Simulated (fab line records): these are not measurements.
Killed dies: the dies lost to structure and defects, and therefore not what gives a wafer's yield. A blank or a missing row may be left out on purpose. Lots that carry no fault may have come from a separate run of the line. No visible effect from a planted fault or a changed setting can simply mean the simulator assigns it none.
One fault seen from 2 desks / flow n5Finfet / what lay behind the numbers comes last; until then each desk has only its own

== THE METROLOGY DESK ==
Means of the sampled wafers that have a number, per lot and without regard to the tool the lot ran on: this is what the gauges read. Any lot whose mean is over 4 standard deviations away from the usual mean is out of limits and marked OUT; that distance is given in the brackets.
Columns: A = cdNm at N5_PASSIVATION_CD_MEAS_10, usual 3000.1 nm
lot=L430; first seen here=day 11 22:57; A=3001.0
lot=L431; first seen here=day 12 09:10; A=2998.7
lot=L433; first seen here=day 12 18:12; A=2999.2
lot=L435; first seen here=day 13 02:20; A=2999.1
lot=L436; first seen here=day 14 04:53; A=2999.5
lot=L438; first seen here=day 14 10:32; A=3000.7
lot=L437; first seen here=day 14 14:53; A=2998.1
lot=L441; first seen here=day 15 07:47; A=2997.1
lot=L444; first seen here=day 15 12:40; A=3001.2
lot=L449; first seen here=day 18 06:36; A=3000.9
lot=L450; first seen here=day 18 06:46; A=2998.6
This desk's finding: nothing out of limits on any of the 11 lots.

== DESK OF THE TOOL OWNER: lithoTrack-04 ==
The tool's own readings at N5_PASSIVATION_DEVELOP_09 (develop time 60 s): means of the sampled wafers that have a number, for each lot that ran on this tool. Any lot whose mean is over 4 standard deviations away from the usual mean is out of limits and marked OUT; that distance is given in the brackets.
Columns: A = developerTempC at N5_PASSIVATION_DEVELOP_09, usual 21.01 C
lot=L436; first seen here=day 14 04:46; A=21.07
lot=L438; first seen here=day 14 10:25; A=21.03
lot=L437; first seen here=day 14 14:46; A=21.10
lot=L441; first seen here=day 15 07:41; A=21.11
This desk's finding: nothing out of limits on any of the 4 lots.

== ALL TOGETHER ==
At the metrology desk, nothing out of limits was observed.
The desk of the tool owner found nothing out of limits.

== WHAT HAD BEEN PUT IN BY THE SIMULATOR ==
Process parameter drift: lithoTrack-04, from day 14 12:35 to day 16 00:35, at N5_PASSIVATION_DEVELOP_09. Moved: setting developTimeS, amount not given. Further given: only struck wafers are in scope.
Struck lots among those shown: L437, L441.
